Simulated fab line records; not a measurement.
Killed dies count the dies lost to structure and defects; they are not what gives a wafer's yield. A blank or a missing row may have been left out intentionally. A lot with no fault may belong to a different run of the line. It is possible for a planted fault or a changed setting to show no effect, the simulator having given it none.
One fault seen from 3 desks + flow n5Finfet + only its own numbers are on each desk; what lay behind them is given at the end

## AT THE TOOL OWNER'S DESK: rieDiel-05
The tool's own readings at N5_GATE_CUT_ETCH_28 (etches underlayer in N2/H2, target depth 13 nm, time 10.4 s): means of the sampled wafers that have a number, for each lot that ran on this tool. If a lot's mean is further than 4 standard deviations from the usual mean, the lot is out of limits and carries the mark OUT (the distance appears in the brackets).
Columns: A = drypumpMotorCurrentA at N5_GATE_CUT_ETCH_28, usual 5.8 A; B = etchRfOnTimeS at N5_GATE_CUT_ETCH_28, usual 10.48 s; C = oesProductAu at N5_GATE_CUT_ETCH_28, usual 0.66 a.u.; D = rfVppV at N5_GATE_CUT_ETCH_28, usual 523.3 V; E = showerheadPlenumPTorr at N5_GATE_CUT_ETCH_28, usual 2.53 Torr; F = throttleValvePct at N5_GATE_CUT_ETCH_28, usual 18.04 %
| lot  | first seen here | A   | B     | C    | D     | E    | F     |
|------|-----------------|-----|-------|------|-------|------|-------|
| L464 | day 5 09:09     | 5.4 | 10.73 | 0.60 | 524.9 | 2.57 | 18.26 |
| L470 | day 6 23:25     | 5.7 | 11.38 | 0.60 | 523.4 | 2.51 | 17.92 |
| L473 | day 8 03:35     | 5.6 | 11.32 | 0.67 | 524.2 | 2.57 | 18.04 |
Finding of this desk: none of the 3 lots has anything out of limits.

## THE DEFECT DESK
Per lot, the means of the sampled wafers with a number show what the inspections along the route counted. If a lot's mean is further than 4 standard deviations from the usual mean, the lot is out of limits and carries the mark OUT (the distance appears in the brackets).
Columns: A = rawDefectCount at N5_GATE_CUT_INSPECT_15, usual 139
| lot  | first seen here | A   |
|------|-----------------|-----|
| L460 | day 4 18:35     | 144 |
| L461 | day 4 22:01     | 139 |
| L464 | day 5 09:05     | 81  |
| L465 | day 5 19:10     | 248 |
| L470 | day 6 23:20     | 119 |
| L473 | day 8 03:23     | 116 |
| L480 | day 9 10:37     | 92  |
| L482 | day 10 02:58    | 85  |
| L483 | day 10 10:44    | 116 |
Finding of this desk: none of the 9 lots has anything out of limits.

## METROLOGY DESK
Means of the sampled wafers that have a number, per lot and without regard to the tool the lot ran on: this is what the gauges read. If a lot's mean is further than 4 standard deviations from the usual mean, the lot is out of limits and carries the mark OUT (the distance appears in the brackets). Shown here are 7 of its 10 readings, the ones lying furthest out on some lot.
Columns: A = DIBL_N at N5_BEOL_M4_RC_MEAS_101, usual 35.1 mV/V; B = DIBL_P at N5_BEOL_M4_RC_MEAS_101, usual 35.2 mV/V; C = IOFF_N at N5_BEOL_M4_RC_MEAS_101, usual 0.146 nA/um; D = ION_P at N5_BEOL_M4_RC_MEAS_101, usual 462 uA/um; E = SS_P at N5_BEOL_M4_RC_MEAS_101, usual 73.1 mV/dec; F = VT_N at N5_BEOL_M4_RC_MEAS_101, usual 250 mV; G = VT_P at N5_BEOL_M4_RC_MEAS_101, usual -251 mV
| lot  | first seen here | A    | B    | C     | D   | E    | F   | G    |
|------|-----------------|------|------|-------|-----|------|-----|------|
| L460 | day 8 00:46     | 36.2 | 35.6 | 0.145 | 452 | 73.4 | 251 | -253 |
| L461 | day 8 22:20     | 34.2 | 35.0 | 0.134 | 460 | 73.0 | 251 | -250 |
| L464 | day 8 23:44     | 35.4 | 34.0 | 0.142 | 469 | 73.1 | 250 | -249 |
| L465 | day 9 02:35     | 36.8 | 38.2 | 0.180 | 461 | 74.2 | 248 | -252 |
| L470 | day 11 00:43    | 35.2 | 34.0 | 0.149 | 461 | 73.3 | 247 | -251 |
| L473 | day 12 02:44    | 35.2 | 34.8 | 0.140 | 470 | 73.3 | 249 | -246 |
| L480 | day 13 03:50    | 33.5 | 33.2 | 0.140 | 466 | 72.4 | 251 | -248 |
| L482 | day 14 12:02    | 33.2 | 33.0 | 0.110 | 457 | 72.2 | 254 | -254 |
| L483 | day 14 15:52    | 35.4 | 36.9 | 0.158 | 468 | 73.4 | 247 | -250 |
Finding of this desk: none of the 9 lots has anything out of limits.

## BROUGHT TOGETHER
Nothing out of limits was seen by the tool owner's desk.
Nothing the defect desk looked at was out of limits.
Metrology desk: nothing out of limits seen.

## WHAT THE SIMULATOR HAD INSERTED
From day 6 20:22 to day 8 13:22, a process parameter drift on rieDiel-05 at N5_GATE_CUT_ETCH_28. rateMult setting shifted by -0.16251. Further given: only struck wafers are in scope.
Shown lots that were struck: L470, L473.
